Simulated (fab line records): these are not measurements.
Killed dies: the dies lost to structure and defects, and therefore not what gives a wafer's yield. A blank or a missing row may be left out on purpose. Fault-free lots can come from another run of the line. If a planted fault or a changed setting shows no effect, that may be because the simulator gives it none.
A lot that was struck, set against a sound lot :: flow n5 finfet :: 16 steps out of a route of 1938
Sound: the wafers L398.1, L398.4, L398.6. Struck: wafer L390.5 (left out: L390.2, a lot-mate that was not struck); the cause follows at the end.
Each step with rows lists, per side, the tool, then ch with its chambers, then its first start. Under that, the readings that differ: sound wafers :: struck wafers :: difference of the means :: sigmas: that difference in standard deviations of wafers without a fault.
alike: same words and numbers on both sides, and readings whose means sit less than 2 such deviations apart. not compared: any withheld reading, any reading some wafer has no value for, any bound like >300 that may hide the same value, and any number with overlapping values for which the record gives no deviation.
The two part at a step that has a row with sigmas, a row that says differs or no value, or rows on one side only. Numbers that don't overlap but have no deviation are shown without sigmas and don't part them. A reading that every wafer of one side lacks parts them only if that side has two wafers or more.

first, 3 steps without rows for these wafers: N5_FIN_SAQP_EXPOSE_13 (exposes mask FIN CORE, target cd 35.6 nm); N5_FIN_SAQP_PEB_14 (peb time 60 s); N5_FIN_SAQP_DEVELOP_15 (develop time 30 s).
N5_FIN_SAQP_CD_MEAS_16: the cd target is 35.6 nm.
  sound on cd sem-03 ch 0, day 5 10:09; struck on cd sem-03 ch 0, day 3 10:20
  alike: cd nm
N5_FIN_SAQP_OVL_MEAS_17:
  sound on overlay-02 ch 0, day 5 10:11; struck on overlay-01 ch 0, day 3 10:23
  alike: FIN_CORE_OVL
N5_FIN_SAQP_INSPECT_18: inspects for defects (brightfield).
  sound on defect inspect-02, day 5 10:13; struck on defect inspect-01, day 3 10:24
  alike: raw defect count
N5_FIN_SAQP_DESCUM_21: chemistry O2, time 7.9 s.
  sound on rie diel-05 ch 0,1, day 5 10:41; struck on rie diel-03 ch 3, day 3 10:26
  alike: drypump motor current A, oes product au, rf vpp V, showerhead plenum p Torr, throttle valve pct
  not compared: rf hours counter h
N5_FIN_SAQP_ETCH_51: etches SiARC in CF4, target depth 45.5 nm, time 75.8 s.
  sound on rie diel-05 ch 0,1, day 5 10:44; struck on rie diel-03 ch 3, day 3 10:28
  alike: drypump motor current A, etch rf on time s, oes product au, rf vpp V, showerhead plenum p Torr, throttle valve pct
  not compared: rf hours counter h
N5_FIN_SAQP_ETCH_52: etches SOC in N2/H2, target depth 100 nm, overetch 20 nm, time 150 s.
  sound on rie diel-05 ch 0,1, day 5 10:47; struck on rie diel-03 ch 3, day 3 10:32
  alike: drypump motor current A, oes product au, rf vpp V, showerhead plenum p Torr, throttle valve pct
  not compared: rf hours counter h
then, 1 step without rows for these wafers: N5_FIN_SAQP_STRIP_53 (strips in N2/H2).
N5_FIN_SAQP_HM_OPEN_73: chemistry CHF3/O2, target SiO2, stops on a-Si, target depth 12 nm, time 16.8 s.
  sound on rie diel-05 ch 0,1, day 5 10:53; struck on rie diel-03 ch 3, day 3 10:38
  alike: drypump motor current A, oes product au, rf vpp V, showerhead plenum p Torr, throttle valve pct
  not compared: rf hours counter h
then, 1 step without rows for these wafers: N5_FIN_SAQP_STRIP_74 (strips in CHF3/O2).
N5_FIN_SAQP_MANDREL_ETCH_22: etches a-Si in HBr/Cl2, stops on SiNx, target depth 60 nm, bt time 10 s, time 30 s.
  sound on rie si-02 ch 0,1, day 5 10:59; struck on rie si-03 ch 3, day 3 10:43
reading: model.SOC_of_FIN_SAQP_COAT_49.thk nm (nm)
sound: 75.58 76.06 75.73
struck: 80.58
difference: +4.79
sigmas: 
  alike: drypump motor current A, oes product au, throttle valve pct
  not compared: rf hours counter h
N5_FIN_SAQP_STRIP_55: strips in N2/H2.
  sound on rie diel-03 ch 0,1,3, day 5 11:19; struck on rie diel-05 ch 3, day 3 10:52
  alike: drypump motor current A, oes product au, rf vpp V, showerhead plenum p Torr, throttle valve pct
  not compared: rf hours counter h
-- a jump in the record: the struck wafers' starts before and after are 6 days apart (it breaks off in module FIN_SAQP and resumes in module BEOL_M4, where the first step shown is number 1111 of the route) --
N5_BEOL_M4_RC_MEAS_101:
  sound on prober-01 ch 0, day 11 15:22; struck on prober-01 ch 0, day 9 11:07
  alike: DIBL_N, DIBL_P, IOFF_N, IOFF_P, ION_N, ION_P, SS_N, SS_P, VT_N, VT_P
-- here the record skips 5 days between the struck wafers' starts before and after, leaving off in module BEOL_M4 and picking up in module PASSIVATION (first step shown: number 1936 of the route) --
N5_PASSIVATION_PROBE_49:
  sound on prober-02, day 16 07:43; struck on prober-02, day 14 12:28
reading: killed at contacts
sound: 6 7 5
struck: 23
difference: +17
sigmas: +3

reading: killed at front end
sound: 68 63 61
struck: 30
difference: -34
sigmas: -2

reading: sort_bin_8_speed (%)
sound: 0 1.19 0
struck: 0
difference: +0
sigmas: -4
  alike: defect limited yield, killed_at_M0_to_M3, killed_at_M4_up, killed at other, killed dies, killed on rim, killed open, killed short, sort_bin_5_function, sort_bin_6_memory, sort n pass, sort yield pct

## WHERE THEY PART
Within this record, at N5_PASSIVATION_PROBE_49 only.

WHY: what had been put in by the simulator
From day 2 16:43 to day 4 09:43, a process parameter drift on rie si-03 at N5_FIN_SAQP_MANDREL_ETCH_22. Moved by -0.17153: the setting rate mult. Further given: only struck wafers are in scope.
